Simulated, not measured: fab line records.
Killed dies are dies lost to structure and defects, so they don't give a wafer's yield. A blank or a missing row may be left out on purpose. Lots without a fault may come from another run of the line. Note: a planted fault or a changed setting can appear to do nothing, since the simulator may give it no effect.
fab line records    flow nandHarc
record lots=6  wafers=18  lastDay=30
route steps=1302 shown A_SLIT@926 END@1302
lots with no fault: from the same line, run without faults
startH: hours from the record's opening day to when the first of the lot's shown wafers began    waitH: time in hours since the lot's previous step    " the same as in the row above    L1.1+2: several wafers, shown together as one row    - no value present, or no start provided    * or withheld: withheld    < > ~ a bound
route shown NAME@n: names a module that has steps shown in the file, with the first one's number in the route    usual: the fault-free wafers' mean and standard deviation    same: alike in all rows    chamber/n: place in a boat    sites: readings site by site    _std_site: the standard deviation of these    _edge_site: mean of outer sites minus mean of inner sites    radiusMm: for every site, how far away it sits from the centre of the wafer    mask NAME#n: copy n    behind: the most recent tool/chamber to have shaped the wafer    hold: the reason the lot was held/the length of the hold in hours/how it ended    device: whichever transistor did not switch (one of n, p or np)    end of line: at the end of the route, the tests of the same wafers    a step given without rows: its recipe and nothing more    killed: the dies lost at the first sort to structure and to defects; this is not the yield of the wafer    map: shows each die of a wafer: x if killed, . if not, _ if none is there
set.NAME: setting as actually run; set.NAME@STEP: the setting as run at that earlier step    model.NAME: the simulator's own value behind a step, which no gauge read
lots at selected steps of the route; one table per step, one row per wafer
services: the hour from which a tool's chamber was out of use, counted from the record's first day as startH (under 0 if before that day), plus the number of hours and why
## steps
# step NHARC_A_SLIT_HMDS_02
# recipe timeS=30
# step NHARC_A_SLIT_COAT_03
# recipe spinRpm=1500  resistThkNm=90
# step NHARC_A_SLIT_SOFTBAKE_04
# recipe tempC=105  timeS=55
# step NHARC_A_SLIT_EBR_05
# step NHARC_A_SLIT_EXPOSE_06
# recipe na=1.35  doseMj=60.82  maskId=SLIT
# step NHARC_A_SLIT_PEB_07
# recipe pebTempC=100  pebTimeS=65
# step NHARC_A_SLIT_DEVELOP_08
# recipe developTimeS=35  devTempC=23
# step NHARC_A_SLIT_CD_MEAS_09
# recipe targetCdNm=300  landingEnergyEv=500
# usual cdNm=300.0/0.55
lot.wafer  tool      chamber  startH  waitH  cdNm
L313.4     cdSem-01  0        485.28  -      299.5
L313.5     "         0        "       "      300.5
L313.6     "         0        "       "      300.2
L317.1     cdSem-02  0        511.40  -      298.9
L317.2     "         0        "       "      299.6
L317.5     "         0        "       "      299.8
L323.1     cdSem-01  0        572.44  -      300.6
L323.2     "         0        "       "      300.1
L323.5     "         0        "       "      300.0
L326.2     cdSem-01  0        587.65  -      299.9
L326.5     "         0        "       "      300.1
L326.6     "         0        "       "      300.7
L325.2     cdSem-02  0        587.82  -      300.1
L325.5     "         0        "       "      300.0
L325.6     "         0        "       "      300.2
L328.1     cdSem-02  0        600.23  -      299.8
L328.2     "         0        "       "      300.6
L328.4     "         0        "       "      300.0
# step NHARC_A_SLIT_OVL_MEAS_10
# usual overlayXNm=-0.4/0.83  overlayYNm=0.2/0.76
lot.wafer  tool        chamber  startH  waitH  overlayXNm  overlayYNm
L313.4     overlay-02  -        485.36  -      -0.9        0.2
L313.5     "           -        "       "      -1.0        0.0
L313.6     "           -        "       "      -0.6        0.4
L317.1     overlay-01  -        511.49  -      -0.6        -0.2
L317.2     "           -        "       "      -0.4        0.0
L317.5     "           -        "       "      -0.6        0.2
L323.1     overlay-02  -        572.53  -      0.3         1.3
L323.2     "           -        "       "      -0.4        0.9
L323.5     "           -        "       "      -0.2        1.1
L326.2     overlay-01  -        587.74  -      0.0         -0.7
L326.5     "           -        "       "      -0.6        -0.9
L326.6     "           -        "       "      0.2         -0.5
L325.2     overlay-02  -        587.91  -      -0.8        -2.0
L325.5     "           -        "       "      -0.3        -1.6
L325.6     "           -        "       "      -0.7        -1.9
L328.1     overlay-01  -        600.31  -      0.5         0.2
L328.2     "           -        "       "      0.5         -0.3
L328.4     "           -        "       "      0.4         0.1
# step NHARC_A_SLIT_INSPECT_11
# usual rawDefectCount=55/26
lot.wafer  tool              chamber  startH  waitH  rawDefectCount
L313.4     defectInspect-02  -        485.39  0.0    24
L313.5     "                 -        "       "      26
L313.6     "                 -        "       "      26
L317.1     defectInspect-01  -        511.52  0.0    70
L317.2     "                 -        "       "      78
L317.5     "                 -        "       "      78
L323.1     defectInspect-01  -        572.57  0.0    93
L323.2     "                 -        "       "      100
L323.5     "                 -        "       "      77
L326.2     defectInspect-02  -        587.77  0.0    88
L326.5     "                 -        "       "      86
L326.6     "                 -        "       "      80
L325.2     defectInspect-02  -        587.95  0.0    92
L325.5     "                 -        "       "      98
L325.6     "                 -        "       "      89
L328.1     defectInspect-02  -        600.35  0.0    74
L328.2     "                 -        "       "      58
L328.4     "                 -        "       "      58
# step NHARC_A_SLIT_DESCUM_14
# recipe timeS=3  o2FlowSccm=200  arFlowSccm=0  biasPowerW=0  chemistry=O2
# usual drypumpMotorCurrentA=5.8/0.53  oesProductAu=1.001/0.014  rfVppV=57.8/0.85  showerheadPlenumPTorr=1.90/0.078  throttleValvePct=11.311/0.0095
lot.wafer  tool        chamber  startH  waitH  drypumpMotorCurrentA  oesProductAu  rfHoursCounterH  rfVppV  showerheadPlenumPTorr  throttleValvePct
L313.4     rieDiel-13  0        485.45  0.1    4.8                   0.989         7.3              58.5    1.95                   11.316
L313.6     "           0        "       "      4.8                   0.986         -                58.5    1.95                   11.300
L313.5     "           1        "       "      5.4                   1.002         -                58.0    1.96                   11.316
L317.2     rieDiel-05  0        511.59  0.1    6.5                   1.012         6.4              58.0    1.83                   11.323
L317.1     "           2        "       "      5.8                   0.999         5.8              58.3    1.97                   11.326
L317.5     "           0        "       "      6.5                   1.023         -                56.4    1.83                   11.311
L323.2     rieDiel-13  0        572.63  0.1    4.8                   0.978         1.8              58.3    1.95                   11.296
L323.1     "           2        "       "      6.3                   1.022         3.8              57.4    2.01                   11.319
L323.5     "           0        "       "      4.8                   0.994         -                56.7    1.95                   11.313
L326.2     rieDiel-13  2        587.84  0.1    6.3                   1.021         5.5              57.9    2.01                   11.304
L326.6     "           2        "       "      6.3                   1.034         -                59.1    2.01                   11.329
L326.5     "           3        "       "      5.6                   1.014         -                57.6    1.84                   11.317
L325.2     rieDiel-09  2        588.01  0.1    5.8                   0.996         6.0              57.4    1.81                   11.325
L325.5     "           2        "       "      5.8                   0.990         -                58.0    1.81                   11.314
L325.6     "           3        "       "      6.2                   1.018         -                56.8    1.77                   11.314
L328.4     rieDiel-09  1        600.42  0.1    6.3                   1.012         7.3              58.0    1.97                   11.318
L328.1     "           2        "       "      5.8                   1.014         7.1              58.1    1.81                   11.288
L328.2     "           3        "       "      6.2                   1.021         6.8              58.9    1.77                   11.321
# step NHARC_A_SLIT_ETCH_24
# recipe targetDepthA=1210  timeS=60.5  cf4FlowSccm=100  chf3FlowSccm=30  arFlowSccm=0  rfW=500  biasW=200  chemistry=CF4/CHF3
# usual drypumpMotorCurrentA=5.8/0.54  oesProductAu=0.963/0.021  rfFwdPowerW=495.4/2.2  rfVppV=370.3/2.4  runLengthS=81.7/0.46  showerheadPlenumPTorr=1.57/0.062  throttleValvePct=16.803/0.0081
lot.wafer  tool        chamber  startH  waitH  drypumpMotorCurrentA  oesProductAu  rfFwdPowerW  rfHoursCounterH  rfVppV  runLengthS  showerheadPlenumPTorr  throttleValvePct
L313.4     rieDiel-13  0        485.54  0.1    4.7                   0.957         496.9        7.3              371.9   82.2        1.60                   16.809
L313.6     "           3        "       "      5.6                   0.978         496.7        -                369.3   81.3        1.52                   16.801
L313.5     "           0        "       "      4.8                   0.955         496.8        -                371.5   81.5        1.60                   16.806
L317.2     rieDiel-05  2        511.68  0.1    5.8                   0.977         494.2        5.8              372.6   81.4        1.62                   16.795
L317.1     "           3        "       "      6.4                   0.957         495.1        6.2              367.7   81.1        1.52                   16.816
L317.5     "           0        "       "      6.5                   0.978         496.0        -                367.8   82.1        1.51                   16.798
L323.2     rieDiel-13  1        572.72  0.1    5.4                   0.971         498.1        3.6              374.2   81.5        1.61                   16.806
L323.1     "           3        "       "      5.6                   0.991         496.1        3.3              369.5   81.7        1.52                   16.800
L323.5     "           1        "       "      5.4                   0.969         497.5        -                370.6   81.5        1.61                   16.806
L326.2     rieDiel-13  0        587.94  0.1    4.8                   0.964         495.0        3.0              372.8   81.6        1.60                   16.778
L326.6     "           1        "       "      5.4                   0.971         495.7        -                371.7   81.4        1.61                   16.817
L326.5     "           2        "       "      6.3                   0.986         497.2        -                373.1   81.6        1.65                   16.800
L325.2     rieDiel-09  0        588.10  0.1    5.9                   0.975         497.2        5.1              367.8   82.5        1.49                   16.795
L325.6     "           2        "       "      5.8                   0.965         496.2        -                369.2   81.6        1.49                   16.791
L325.5     "           3        "       "      6.2                   0.983         496.8        -                365.9   82.2        1.47                   16.796
L328.2     rieDiel-09  0        600.50  0.1    5.9                   0.957         492.5        7.1              366.6   82.4        1.49                   16.804
L328.4     "           1        "       "      6.3                   0.974         494.1        7.3              371.7   81.4        1.62                   16.805
L328.1     "           2        "       "      5.8                   0.979         494.7        7.1              366.3   82.0        1.49                   16.805
# step NHARC_A_SLIT_ETCH_15
# recipe targetDepthA=62000  overEtchFrac=0.3  timeS=1612  ionEnergyEv=150  o2FlowSccm=400  cosFlowSccm=20  arFlowSccm=0  rfW=500  biasW=300  chemistry=O2/COS
# usual drypumpMotorCurrentA=5.8/0.52  oesProductAu=1.002/0.015  rfFwdPowerW=499.8/1.4  rfVppV=314.1/2  runLengthS=1633.2/0.42  showerheadPlenumPTorr=3.11/0.12  throttleValvePct=28.330/0.0091
# same overEtchFrac=0.3
lot.wafer  tool        chamber  startH  waitH  drypumpMotorCurrentA  oesProductAu  rfFwdPowerW  rfHoursCounterH  rfVppV  runLengthS  showerheadPlenumPTorr  throttleValvePct  model.A_SLIT.cdOffsetNm
L313.4     rieDiel-13  0        485.74  -      4.8                   0.993         498.6        7.6              315.7   1633.0      3.18                   28.319            -0.6386
L313.6     "           3        "       "      5.6                   0.999         498.4        -                313.7   1632.8      3.01                   28.309            0.1573
L313.5     "           0        "       "      4.8                   0.990         499.6        -                315.9   1633.2      3.18                   28.331            0.3112
L317.1     rieDiel-05  0        511.76  -      6.5                   1.022         501.1        6.6              313.6   1633.8      2.99                   28.337            -1.263
L317.2     "           3        "       "      6.4                   0.978         498.7        6.5              311.4   1632.7      3.02                   28.323            -0.5255
L317.5     "           1        "       "      5.2                   1.009         497.4        -                318.3   1632.6      3.26                   28.321            -0.7838
L323.1     rieDiel-13  2        572.81  -      6.3                   1.028         -            4.0              315.7   1210.5      3.27                   28.333            -4.004
L323.2     "           0        "       "      4.8                   0.973         -            2.0              312.9   1210.6      3.17                   28.322            -5.27
L323.5     "           3        "       "      5.6                   1.023         499.7        -                311.1   1632.9      3.01                   28.344            -0.5054
L326.2     rieDiel-13  1        588.24  -      5.4                   1.014         -            5.2              314.3   1210.8      3.19                   28.326            -4.109
L326.6     "           3        "       "      5.6                   1.016         499.0        -                313.9   1632.8      3.01                   28.327            0.8453
L326.5     "           0        "       "      4.8                   0.985         500.9        -                316.2   1633.1      3.17                   28.308            -2.158
L325.2     rieDiel-09  2        588.45  -      5.8                   0.987         502.5        6.3              312.3   1633.2      2.97                   28.325            -0.5574
L325.5     "           0        "       "      5.9                   0.992         502.1        -                312.3   1633.8      2.96                   28.338            -1.526
L325.6     "           1        "       "      6.4                   1.003         500.8        -                315.1   1632.8      3.21                   28.307            -1.429
L328.4     rieDiel-09  3        600.58  -      6.2                   1.013         499.3        7.1              311.3   1633.6      2.91                   28.328            0.8851
L328.2     "           1        "       "      6.4                   1.000         501.3        7.5              313.6   1632.9      3.21                   28.342            -0.6135
L328.1     "           2        "       "      5.8                   1.006         500.4        7.3              312.2   1633.3      2.97                   28.328            -0.7258
# step NHARC_A_SLIT_ETCH_17
# recipe biasV=900  sourceW=withheld  pressureMtorr=20  arFlowSccm=375  c4f8FlowSccm=83.3  o2FlowSccm=41.7  timeS=4254.5  targetDepthA=2.03e+05  chemistry=C4F8/O2/Ar
# usual drypumpMotorCurrentA=6.0/0.5  runLengthS=4194.5/0  showerheadPlenumPTorr=3.69/0.13  throttleValvePct=32.045/0.0085
lot.wafer  tool        chamber  startH  waitH  drypumpMotorCurrentA  rfHoursCounterH  runLengthS  showerheadPlenumPTorr  throttleValvePct
L313.4     harEtch-02  1        489.68  -      5.3                   -                4194.5      3.63                   32.046
L313.6     "           0        "       "      6.6                   -                4194.5      3.91                   32.049
L313.5     "           1        "       "      5.3                   -                4194.5      3.63                   32.033
L317.1     harEtch-01  0        516.17  -      5.8                   285              4194.5      3.63                   32.057
L317.2     "           1        "       "      6.0                   285              4194.5      3.63                   32.045
L317.5     "           0        518.63  -      5.8                   -                4194.5      3.63                   32.052
L323.1     harEtch-02  0        576.11  -      6.6                   107              4194.5      3.88                   32.036
L323.2     "           1        "       "      5.4                   107              4194.5      3.60                   32.048
L323.5     "           0        578.54  -      6.6                   -                4194.5      3.88                   32.041
L325.2     harEtch-01  0        589.83  -      5.8                   327              4194.5      3.61                   32.027
L325.5     "           0        592.24  -      5.8                   -                4194.5      3.61                   32.058
L325.6     "           1        "       "      6.0                   -                4194.5      3.61                   32.048
L326.2     harEtch-02  1        590.22  -      5.3                   118              4194.5      3.59                   32.041
L326.5     "           0        592.00  -      6.6                   -                4194.5      3.87                   32.052
L326.6     "           1        "       "      5.3                   -                4194.5      3.59                   32.039
L328.2     harEtch-01  1        601.66  -      6.0                   331              4194.5      3.60                   32.043
L328.1     "           0        "       "      5.9                   331              4194.5      3.60                   32.062
L328.4     "           0        603.48  -      5.8                   -                4194.5      3.60                   32.040
# step NHARC_END_SORT_01
# recipe tempC=25
# usual killedAtArray=47/18  killedAtOther=0.9/1.1  killedAtPeriphery=4/3.1  killedDies=52/18  killedOpen=3.1/1.5  killedShort=2.4/1.5
# same grossDies=677
lot.wafer  tool       chamber  startH  waitH  killedAtArray  killedAtOther  killedAtPeriphery  killedDies  killedOpen  killedShort
L317.1     prober-02  0        631.70  2.5    60             1              4                  65          3           2
L317.2     prober-02  0        632.50  2.8    85             1              6                  92          2           4
L317.5     prober-02  0        634.91  3.7    60             1              6                  67          3           4
L323.1     prober-02  0        685.26  2.5    670            1              2                  673         4           1
L323.2     prober-02  0        686.06  2.8    647            1              3                  651         4           2
L323.5     prober-02  0        688.47  3.7    45             0              1                  46          3           0
L325.2     prober-01  0        704.62  2.8    61             0              2                  63          3           2
L325.5     prober-01  0        706.99  3.7    60             0              7                  67          2           3
L325.6     prober-01  0        707.78  3.9    80             0              4                  84          4           2
L326.2     prober-02  0        712.39  2.8    643            0              11                 654         2           5
L326.5     prober-02  0        714.78  3.7    73             1              13                 87          4           1
L326.6     prober-02  0        715.58  4.0    45             0              11                 56          5           1
# killed by level:class
L317.1 A_SLIT:chamberFilmFlake=23 A_CHANNEL_HOLE_D2:chamberFilmFlake=11 A_CHANNEL_HOLE_D1:chamberFilmFlake=9 A_CONTACT:chamberFilmFlake=4 A_M1:chamberFilmFlake=4 P_M1:chamberFilmFlake=2 A_CHANNEL_FILL_D2:chamberFilmFlake=2 A_STAIRCASE:chamberFilmFlake=2
L317.2 A_CHANNEL_HOLE_D1:chamberFilmFlake=35 A_SLIT:chamberFilmFlake=20 A_CHANNEL_HOLE_D2:chamberFilmFlake=11 A_CONTACT:chamberFilmFlake=9 P_M2:geometricParticle:short=2 P_GATE:chamberFilmFlake=2 A_ZERO_WELL:chamberFilmFlake=2 A_CHANNEL_FILL_D2:chamberFilmFlake=2
L317.5 A_SLIT:chamberFilmFlake=21 A_CHANNEL_HOLE_D1:chamberFilmFlake=11 A_CHANNEL_HOLE_D2:chamberFilmFlake=10 A_CONTACT:chamberFilmFlake=7 P_BONDPAD:chamberFilmFlake=3 P_GATE:chamberFilmFlake=2 A_CHANNEL_FILL_D2:chamberFilmFlake=2 A_M1:chamberFilmFlake=2
L323.1 A_SLIT:areaEtch=620 A_CHANNEL_HOLE_D1:chamberFilmFlake=15 A_CHANNEL_HOLE_D2:chamberFilmFlake=14 A_SLIT:chamberFilmFlake=7 A_CONTACT:chamberFilmFlake=5 A_CHANNEL_FILL_D1:geometricParticle:open=2 A_CHANNEL_FILL_D2:chamberFilmFlake=2 P_M0:geometricParticle:short=1
L323.2 A_SLIT:areaEtch=592 A_CHANNEL_HOLE_D2:chamberFilmFlake=24 A_CHANNEL_HOLE_D1:chamberFilmFlake=16 A_DECK1_JOINT:chamberFilmFlake=3 A_STAIRCASE:chamberFilmFlake=3 A_SLIT:chamberFilmFlake=2 P_GATE:geometricParticle:open=1 A_ONON_D1:geometricParticle:short=1
L323.5 A_CHANNEL_HOLE_D2:chamberFilmFlake=19 A_CHANNEL_HOLE_D1:chamberFilmFlake=14 A_WL_FILL:chamberFilmFlake=3 A_CHANNEL_FILL_D1:geometricParticle:open=2 A_CONTACT:chamberFilmFlake=2 A_SGD_CUT:geometricParticle:open=1 P_STI:chamberFilmFlake=1 A_CHANNEL_FILL_D1:chamberFilmFlake=1
L325.2 A_SLIT:chamberFilmFlake=22 A_CHANNEL_HOLE_D1:chamberFilmFlake=11 A_CHANNEL_HOLE_D2:chamberFilmFlake=11 A_BONDPAD:chamberFilmFlake=4 A_STAIRCASE:chamberFilmFlake=3 A_CHANNEL_FILL_D1:geometricParticle:short=2 A_CONTACT:chamberFilmFlake=2 P_CONTACT:geometricParticle:open=1
L325.5 A_SLIT:chamberFilmFlake=21 A_CHANNEL_HOLE_D1:chamberFilmFlake=12 A_CHANNEL_HOLE_D2:chamberFilmFlake=9 A_STAIRCASE:chamberFilmFlake=4 A_BONDPAD:chamberFilmFlake=4 P_GATE:chamberFilmFlake=3 A_CONTACT:chamberFilmFlake=3 A_WL_FILL:chamberFilmFlake=2
L325.6 A_CHANNEL_HOLE_D1:chamberFilmFlake=35 A_SLIT:chamberFilmFlake=22 A_CHANNEL_HOLE_D2:chamberFilmFlake=9 A_BONDPAD:chamberFilmFlake=5 A_ONON_D1:geometricParticle:short=2 P_STI:chamberFilmFlake=2 A_STAIRCASE:chamberFilmFlake=2 P_CONTACT:geometricParticle:open=1
L326.2 A_SLIT:areaEtch=571 A_CHANNEL_HOLE_D1:chamberFilmFlake=37 A_CHANNEL_HOLE_D2:chamberFilmFlake=15 A_CONTACT:chamberFilmFlake=10 P_CONTACT:chamberFilmFlake=7 A_SLIT:chamberFilmFlake=3 A_DECK1_JOINT:geometricParticle:short=2 P_GATE:geometricParticle:open=1
L326.5 A_CHANNEL_HOLE_D1:chamberFilmFlake=33 A_CHANNEL_HOLE_D2:chamberFilmFlake=16 A_CONTACT:chamberFilmFlake=8 P_CONTACT:chamberFilmFlake=7 A_STAIRCASE:chamberFilmFlake=6 A_SLIT:chamberFilmFlake=5 P_GATE:chamberFilmFlake=3 P_CONTACT:geometricParticle:open=1
L326.6 A_CHANNEL_HOLE_D1:chamberFilmFlake=14 A_CHANNEL_HOLE_D2:chamberFilmFlake=14 A_CONTACT:chamberFilmFlake=8 P_CONTACT:chamberFilmFlake=4 P_ZERO_WELL:chamberFilmFlake=3 P_M2:chamberFilmFlake=3 A_M0:geometricParticle:open=2 A_ONON_D1:geometricParticle:open=1
# map L323.1 (x killed, . not)
____________x____________
_________xxxxxxx_________
_______xxxxxxxxxxx_______
______xxx.xxxxxxxxx______
_____xxxxxxxxxxxxxxx_____
____xxxxxxxxxxxxxxxxx____
____xxxxxxxxxxxxxxxxx____
___xxxxxxxxxxxxxxxxxxx___
___xxxxxxxxxx.xxxxxxxx___
__xxxxxxxxxxxxxxxxxxxxx__
__xxxxxxxxxxxxxxxxxxxxx__
_x.xxxxxxxxxxxxxxxxxxxxx_
_xxxxxxxxxxxxxxxxxxxxxxx_
_xxxxxxxxxxxxxxxxxxxxxxx_
_xxxxxxxxxxxxxxxxxxxxxxx_
_xxxxxxxxxxxxxxxxxxxxxxx_
xxxxxxxxxxxxxxxxxxxxxxxxx
xxxxxxxxxxxxxxxxxxxxxxxxx
xxxxxxxxxxxxxxxxxxxxxxxxx
xxxxxxxxxxxxxxxxxxxxxxxxx
xxxxxx.xxxxxxxxxxxxxxxxxx
_xxxxxxxxxxxxxxxxxxxxxxx_
_xxxxxxxxxxxxxxxxxxxxxxx_
_xxxxxxxxxxxxxxxxxxxxxxx_
_xxxxxxxxxxxxxxxxxxxxxxx_
_xxxxxxxxxxxxxxxxxxxxxxx_
__xxxxxxxxxxxxxxxxxxxxx__
__xxxxxxxxxxxxxxxxxxxxx__
___xxxxxxxxxxxxxxxxxxx___
___xxxxxxxxxxxxxxxxxxx___
____xxxxxxxxxxxxxxxxx____
____xxxxxxxxxxxxxxxxx____
_____xxxxxxxxxxxxxxx_____
______xxxxxxxxxxxxx______
_______xxxxxxxxxxx_______
_________xxxxxxx_________
____________x____________
# map L326.2 (x killed, . not)
____________x____________
_________xxxxxxx_________
_______xxxxxxxxxxx_______
______xxxxxxxxxxxxx______
_____xxxxxxxxxxxxxxx_____
____xxxxxx.xxxxxxxxxx____
____xxxxxxxxxxxxxxxxx____
___xxxxxxxxxxxxxxxxxxx___
___xxxxxxxxxxxxxxxxxxx___
__xxxxxx.xx.xxxxxxxxxxx__
__xxxxxxxxxxxxxxxxxxxxx__
_xxxxxxxxxxxxxxx.xxxxxxx_
_xxxxxxxx.xxxxxxx.xxxxxx_
_xxxxxxxxxxxxxxxxxxxxxxx_
_xxxxxxxxxxxxx..xxxx.xxx_
_xxxxxxxxxxxxxxxx.xxxxxx_
xxxxxxx.xxxx.xxxxxxxxxxxx
xxxxxxxxxx..xxxxx.xxxxxxx
xxxxx.x.xxxxxxxxxxxxxxxxx
xxxxxxxxxx.x.xxxxxxxxxxxx
xxxxxxxxxxxxxxxxxxxxxxxxx
_xxxxx.xxxxxxxxx.xxxxxxx_
_xxxxxxxxxxxxxxxxxxxxxxx_
_xxxxxxxxxxxxxxxxxxxxxxx_
_xxxxxxxxxxxxxxxxxxxxxxx_
_xxxxxxxxxxxxxxxxxxxxxxx_
__xxxxxxxxx.xxxxxxxxxxx__
__xxxxxxxxxxxxxxxxxxxxx__
___xxxxxxxxxxxxxxx.xxx___
___xxxxxxxxxxxxxxxxxxx___
____xxxxxxxxxxxxxxxxx____
____xxxxxxxxxxxxxxxxx____
_____xxxxxxxxxxxxxxx_____
______xxxxxxxxxxxxx______
_______xxxxxxxxxxx_______
_________xxxxxxx_________
____________x____________
## services
tool        chamber  startH  hours  kind
harEtch-01  -        467.94  3.5    repair
rieDiel-13  0        473.51  -      clean
rieDiel-13  1        473.51  -      clean
rieDiel-13  2        473.51  -      clean
rieDiel-13  3        473.51  -      clean
rieDiel-09  -        497.10  9.0    pm
rieDiel-13  0        498.01  -      clean
rieDiel-13  1        498.01  -      clean
rieDiel-13  2        498.01  -      clean
rieDiel-13  3        498.01  -      clean
rieDiel-13  -        519.00  9.0    pm
rieDiel-13  0        519.00  9.0    ventCycle
rieDiel-13  1        519.00  9.0    ventCycle
rieDiel-13  2        519.00  9.0    ventCycle
rieDiel-13  3        519.00  9.0    ventCycle
rieDiel-13  0        528.00  -      clean
rieDiel-13  1        528.00  -      clean
rieDiel-13  2        528.00  -      clean
harEtch-01  -        532.82  12.5   repair
rieDiel-13  0        534.06  16.7   repair
harEtch-01  -        563.93  1.1    repair
rieDiel-05  2        569.75  7.2    repair
rieDiel-05  -        583.60  9.0    pm
rieDiel-13  -        600.54  0.5    repair
## key
firstSign step=NHARC_A_SLIT_ETCH_15  reading=runLengthS  direction=down  sigmas=99+  usual=*  struck=*
effect step=NHARC_END_SORT_01  reading=killedAtArray  direction=up  sigmas=34  usual=47  struck=653
modelEffect step=NHARC_A_SLIT_ETCH_15  value=A_SLIT.cdOffsetNm  without=-0.2331  struck=-4.461
moreKillsBornAt NHARC_A_SLIT_ETCH_15@rieDiel-13=1783
metAt NHARC_A_SLIT_ETCH_15
struckWafers L323.1,L323.2,L326.2
laterRowsLeftOut L323.1,L323.2,L326.2
testerLeftOut L323,L326
onsetBetween 485.74 572.81
fault kind=processParameterDrift  tool=rieDiel-13  chamber=-  onsetH=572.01  steps=NHARC_A_SLIT_ETCH_15  channel=timeS  offset=*  shape=step  endH=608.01  scope=struckWafersOnly  actsIn=*  stated=*
# testerLeftOut: of these lots the tester's yield and bins aren't shown, on N5 and GAA mostly nor the transistor test; their killed dies are dies lost to structure and defects alone, not to doping, threshold or leakage, so they don't give the yield
# laterRowsLeftOut: the simulator's readings of these wafers behind a module that went badly wrong aren't trusted and aren't shown, but for the sort
